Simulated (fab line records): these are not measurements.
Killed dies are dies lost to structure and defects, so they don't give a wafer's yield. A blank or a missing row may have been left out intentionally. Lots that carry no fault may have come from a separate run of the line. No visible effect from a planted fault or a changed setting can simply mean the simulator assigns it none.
Chamber matching :: flow nand harc :: NHARC_A_STAIRCASE_ETCH_271 on rie diel-13: 4 sister chambers
The step etches the open film in CF4/CHF3. 7 wafers are shown with their chamber, then 7 later ones without.

WAFERS, EACH WITH ITS CHAMBER
wafer: L078.6
chamber: 3
drypump motor current A (A): 6.3
showerhead plenum p Torr (Torr): 1.60

wafer: L080.4
chamber: 2
drypump motor current A (A): 5.0
showerhead plenum p Torr (Torr): 1.56

wafer: L083.5
chamber: 2
drypump motor current A (A): 4.9
showerhead plenum p Torr (Torr): 1.56

wafer: L086.4
chamber: 0
drypump motor current A (A): 5.6
showerhead plenum p Torr (Torr): 1.64

wafer: L086.5
chamber: 1
drypump motor current A (A): 5.6
showerhead plenum p Torr (Torr): 1.49

wafer: L091.1
chamber: 0
drypump motor current A (A): 5.6
showerhead plenum p Torr (Torr): 1.63

wafer: L091.3
chamber: 1
drypump motor current A (A): 5.6
showerhead plenum p Torr (Torr): 1.49

WAFERS WHOSE CHAMBER IS MISSING
wafer: L091.4
drypump motor current A (A): 4.9
showerhead plenum p Torr (Torr): 1.55

wafer: L092.1
drypump motor current A (A): 5.0
showerhead plenum p Torr (Torr): 1.55

wafer: L092.4
drypump motor current A (A): 5.6
showerhead plenum p Torr (Torr): 1.49

wafer: L092.6
drypump motor current A (A): 5.6
showerhead plenum p Torr (Torr): 1.63

wafer: L093.2
drypump motor current A (A): 5.0
showerhead plenum p Torr (Torr): 1.55

wafer: L093.4
drypump motor current A (A): 5.6
showerhead plenum p Torr (Torr): 1.63

wafer: L093.6
drypump motor current A (A): 5.6
showerhead plenum p Torr (Torr): 1.49

CHAMBER TAKEN BY EACH
wafer: L091.4
from the rows above: 2
in truth: 2

wafer: L092.1
from the rows above: 2
in truth: 2

wafer: L092.4
from the rows above: 1
in truth: 1

wafer: L092.6
from the rows above: 0
in truth: 0

wafer: L093.2
from the rows above: 2
in truth: 2

wafer: L093.4
from the rows above: 0
in truth: 0

wafer: L093.6
from the rows above: 1
in truth: 1
Correct placement for 7 of the 7. From these rows, 0 cannot be placed. Placed wrongly: 0.
How it was worked out, from the rows above alone: a wafer's distance from a chamber is the root of the sum, over the readings, of the square of ((its reading less the chamber's mean) divided by the reading's scatter). If the next closest chamber is less than 2 further off than the closest, the wafer can't be placed; otherwise it belongs to the closest. Each chamber's mean is taken over the wafers shown for it. The scatter: take each reading less its chamber's mean, square it, sum over the shown wafers, divide by the number of wafers less the number of chambers, and take the root.
